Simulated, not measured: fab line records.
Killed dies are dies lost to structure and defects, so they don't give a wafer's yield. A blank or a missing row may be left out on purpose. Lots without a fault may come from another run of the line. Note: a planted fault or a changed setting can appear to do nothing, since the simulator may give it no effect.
Which of the tools did it? | flow n5Finfet | 29 wafers from 10 lots sampled at 6 of the route's 1938 steps

## WHAT THE GAUGES SHOWED, per wafer
N5_BEOL_M0_RS_MEAS_126: the measuring method here is four-point-probe.
lot  | measured     | on           | M0_RS (ohm/sq)
L340 | day 6 16:00  | filmMetro-01 | 0.539 0.545 0.545
L341 | day 6 22:08  | filmMetro-02 | 0.563 0.571 0.524
L342 | day 7 03:38  | filmMetro-01 | 0.513 0.525 0.517
L345 | day 7 20:08  | filmMetro-02 | 0.569 0.559 0.535
L347 | day 8 11:19  | filmMetro-02 | 0.549 0.536 0.524
L348 | day 9 03:04  | filmMetro-02 | 0.531 0.520 0.546
L349 | day 9 08:13  | filmMetro-02 | 0.513 0.523 0.527
L351 | day 9 14:34  | filmMetro-01 | 0.523 0.526 0.521
L358 | day 11 05:34 | filmMetro-02 | 0.790 0.539 0.536
L360 | day 11 18:30 | filmMetro-01 | 0.532 0.769

N5_BEOL_M4_RC_MEAS_101.
lot  | measured     | on        | DIBL_N (mV/V)  | DIBL_P (mV/V)  | IOFF_N (nA/um)    | IOFF_P (nA/um) | ION_N (uA/um) | ION_P (uA/um) | SS_N (mV/dec)  | SS_P (mV/dec)  | VT_N (mV)         | VT_P (mV)
L340 | day 9 13:38  | prober-01 | 36.2 36.6 38.0 | 36.9 38.1 40.1 | 0.161 0.170 0.195 | 0.19 0.21 0.25 | 672 673 679   | 455 459 464   | 70.7 71.9 71.2 | 73.9 74.1 73.9 | 249.6 250.5 248.4 | -253 -256 -248
L341 | day 9 16:39  | prober-01 | 35.9 34.8 37.2 | 35.7 33.5 36.3 | 0.133 0.114 0.153 | 0.21 0.18 0.22 | 672 657 672   | 469 464 464   | 70.8 70.9 70.8 | 72.8 72.1 73.4 | 254.0 257.3 250.8 | -249 -254 -248
L342 | day 9 19:14  | prober-02 | 33.3 36.0 34.6 | 32.9 35.6 34.2 | 0.124 0.170 0.146 | 0.22 0.28 0.25 | 664 676 681   | 472 475 480   | 70.8 71.4 71.1 | 73.2 73.1 72.8 | 252.9 246.2 250.2 | -244 -242 -241
L345 | day 10 12:02 | prober-02 | 36.0 36.1 34.7 | 36.1 36.0 34.3 | 0.164 0.164 0.138 | 0.26 0.26 0.24 | 671 669 676   | 467 468 472   | 71.0 71.2 70.9 | 73.4 74.3 73.3 | 248.0 248.1 251.7 | -244 -245 -248
L347 | day 11 08:02 | prober-01 | 35.1 36.4 35.4 | 36.0 37.5 36.5 | 0.141 0.166 0.148 | 0.20 0.22 0.21 | 662 678 668   | 457 466 464   | 71.4 71.6 71.1 | 73.0 73.6 73.7 | 254.2 249.0 252.4 | -249 -251 -250
L348 | day 11 15:20 | prober-01 | 37.1 38.1 36.8 | 35.0 36.5 35.5 | 0.145 0.171 0.142 | 0.19 0.22 0.19 | 661 664 663   | 449 459 458   | 70.9 71.4 71.2 | 72.9 73.3 72.8 | 252.3 250.1 250.8 | -252 -250 -254
L349 | day 12 08:41 | prober-01 | 36.6 35.7 35.4 | 36.9 36.5 35.8 | 0.168 0.154 0.154 | 0.25 0.23 0.23 | 666 666 668   | 461 464 461   | 71.9 71.9 72.2 | 73.8 73.5 73.0 | 248.4 250.2 253.2 | -245 -249 -250
L351 | day 11 20:16 | prober-01 | 34.6 35.1 32.7 | 35.6 35.7 31.8 | 0.141 0.139 0.103 | 0.17 0.16 0.12 | 676 673 649   | 457 448 439   | 71.6 71.4 70.6 | 73.4 73.7 72.3 | 252.6 254.0 258.4 | -256 -257 -259
L358 | day 14 16:38 | prober-02 | 37.8 37.4 38.6 | 38.2 37.7 39.7 | 0.167 0.154 0.186 | 0.22 0.21 0.24 | 665 661 679   | 453 459 463   | 71.4 71.3 71.7 | 73.6 73.1 73.4 | 249.4 250.7 250.4 | -250 -251 -251
L360 | day 15 03:52 | prober-01 | 38.4 37.2      | 39.0 37.6      | 0.203 0.176       | 0.27 0.25      | 669 677       | 463 469       | 72.2 71.7      | 74.1 73.3      | 247.8 249.6       | -246 -245

## EACH LOT AND THE TOOL THAT RAN IT (in order: tool; ch and the chambers of the sampled wafers; start)
lot  | N5_BEOL_M0_SAQP_ILD_DEP_01     | N5_BEOL_M0_SPUTTER_132      | N5_BEOL_M0_ANNEAL_133       | N5_BEOL_M0_ANNEAL_119
L340 | pecvd-02 ch 0,2, day 6 00:47   | pvdSputter-03, day 6 14:33  | pvdSputter-03, day 6 14:38  | rtpAnneal-01 ch 0, day 6 14:59
L341 | pecvd-01 ch 1,2, day 6 08:01   | pvdSputter-01, day 6 20:50  | pvdSputter-01, day 6 20:55  | rtpAnneal-01 ch 0, day 6 21:17
L342 | pecvd-04 ch 0,1,2, day 6 16:01 | pvdSputter-03, day 7 02:11  | pvdSputter-03, day 7 02:16  | rtpAnneal-02 ch 0, day 7 02:40
L345 | pecvd-01 ch 0,1, day 7 05:17   | pvdSputter-02, day 7 18:50  | pvdSputter-02, day 7 18:55  | rtpAnneal-02 ch 0, day 7 19:16
L347 | pecvd-04 ch 0,1, day 7 19:33   | pvdSputter-03, day 8 07:40  | pvdSputter-03, day 8 07:45  | rtpAnneal-01 ch 0, day 8 08:22
L348 | pecvd-04 ch 0,1, day 8 08:35   | pvdSputter-03, day 9 01:46  | pvdSputter-03, day 9 01:51  | rtpAnneal-02 ch 0, day 9 02:17
L349 | pecvd-04 ch 0,1,2, day 8 21:10 | pvdSputter-01, day 9 06:55  | pvdSputter-01, day 9 07:00  | rtpAnneal-02 ch 0, day 9 07:29
L351 | pecvd-01 ch 0,1, day 9 03:10   | pvdSputter-02, day 9 13:15  | pvdSputter-02, day 9 13:20  | rtpAnneal-01 ch 0, day 9 13:41
L358 | pecvd-01 ch 0,1, day 10 15:01  | pvdSputter-03, day 11 03:31 | pvdSputter-03, day 11 03:35 | rtpAnneal-01 ch 0, day 11 04:45
L360 | pecvd-01 ch 0,1, day 11 03:44  | pvdSputter-01, day 11 17:07 | pvdSputter-01, day 11 17:11 | rtpAnneal-01 ch 0, day 11 17:44
- N5_BEOL_M0_SAQP_ILD_DEP_01: deposits SiOC from DEMS/O2, target thk 45.419 nm, time 8.7 s.
- N5_BEOL_M0_SPUTTER_132: material Cu, target thk 4 nm, time 7.37 s.
- N5_BEOL_M0_ANNEAL_133: time 60 s.
- N5_BEOL_M0_ANNEAL_119: time 90 s.

## AS READ BY THE TOOLS THEMSELVES (means over the sampled wafers that have a number; for cases with no such wafer, the mark the record gives instead)
N5_BEOL_M0_SAQP_ILD_DEP_01.
lot  | tool     | heaterPowerW (W) | showerheadPlenumPTorr (Torr) | showerheadVppV (V) | throttleValvePct (%)
L340 | pecvd-02 | 549              | 5.705                        | 1339               | 11.9
L341 | pecvd-01 | 444              | 5.691                        | 1347               | 11.7
L342 | pecvd-04 | 491              | 5.694                        | 1312               | 11.5
L345 | pecvd-01 | 507              | 5.681                        | 1365               | 11.9
L347 | pecvd-04 | 469              | 5.687                        | 1261               | 11.8
L348 | pecvd-04 | 445              | 5.686                        | 1275               | 11.7
L349 | pecvd-04 | 472              | 5.694                        | 1294               | 11.4
L351 | pecvd-01 | 526              | 5.697                        | 1389               | 11.8
L358 | pecvd-01 | 568              | 5.690                        | 1384               | 11.8
L360 | pecvd-01 | 518              | 5.683                        | 1372               | 11.9

N5_BEOL_M0_SPUTTER_132.
lot  | tool          | chuckGasFlowSccm (sccm) | throttleValvePct (%)
L340 | pvdSputter-03 | 1.20                    | 30.0
L341 | pvdSputter-01 | 1.30                    | 31.5
L342 | pvdSputter-03 | 1.32                    | 29.5
L345 | pvdSputter-02 | 1.27                    | 29.8
L347 | pvdSputter-03 | 1.30                    | 30.7
L348 | pvdSputter-03 | 1.27                    | 31.4
L349 | pvdSputter-01 | 1.26                    | 30.9
L351 | pvdSputter-02 | 1.26                    | 29.1
L358 | pvdSputter-03 | 1.23                    | 31.0
L360 | pvdSputter-01 | 1.24                    | 29.8

N5_BEOL_M0_ANNEAL_133.
lot  | tool          | heaterPowerW (W) | susceptor_temp_C_max
L340 | pvdSputter-03 | 836              | 401.5
L341 | pvdSputter-01 | 894              | 401.2
L342 | pvdSputter-03 | 789              | 401.7
L345 | pvdSputter-02 | 796              | 401.1
L347 | pvdSputter-03 | 800              | 401.1
L348 | pvdSputter-03 | 824              | 401.4
L349 | pvdSputter-01 | 846              | 400.7
L351 | pvdSputter-02 | 815              | 401.0
L358 | pvdSputter-03 | 831              | 401.0
L360 | pvdSputter-01 | 940              | 401.2

N5_BEOL_M0_ANNEAL_119.
lot  | tool         | wafer_temp_C_max
L340 | rtpAnneal-01 | 226.16
L341 | rtpAnneal-01 | 226.14
L342 | rtpAnneal-02 | 225.91
L345 | rtpAnneal-02 | 226.03
L347 | rtpAnneal-01 | 226.39
L348 | rtpAnneal-02 | 226.21
L349 | rtpAnneal-02 | 226.28
L351 | rtpAnneal-01 | 226.22
L358 | rtpAnneal-01 | 226.00
L360 | rtpAnneal-01 | 226.15

## THE ANSWER, worked out from the rows above alone
Rule: usual is defined by the lots themselves. Put in order of their means at a reading, lots are off if they are a third of the lots or fewer, leave a main group of 4 or more, and stand apart from it by a gap of 3 or more times the standard deviation of the main group's means; of several such gaps the widest counts. If all means in a main group match to the digits the tables above print for the reading, that group is not used. A lot without any number at a reading at which 4 lots or more have one is off too. Where the step has rows for the other lots, those lots are counted as sound. The gauges are gone through in route order, then the tools' own readings, and for those a lot's mean is taken as printed above. At the first step where some lot is off, the reading lying furthest off is the one used; lots without a number count as furthest.
Off: L358, L360, seen at N5_BEOL_M0_RS_MEAS_126 (M0_RS). The main group has a mean of 0.535 ohm/sq with a standard deviation of 0.013.
If a tool, at a process step before that reading, ran all the lots that are off and no sound lot after the first of them, it fits. The gauges at N5_BEOL_M0_RS_MEAS_126 are tried like those tools. 2 tools fit, pecvd-01 at N5_BEOL_M0_SAQP_ILD_DEP_01 and rtpAnneal-01 at N5_BEOL_M0_ANNEAL_119, so this cannot tell which one it is.

## WHAT HAD BEEN PUT IN BY THE SIMULATOR
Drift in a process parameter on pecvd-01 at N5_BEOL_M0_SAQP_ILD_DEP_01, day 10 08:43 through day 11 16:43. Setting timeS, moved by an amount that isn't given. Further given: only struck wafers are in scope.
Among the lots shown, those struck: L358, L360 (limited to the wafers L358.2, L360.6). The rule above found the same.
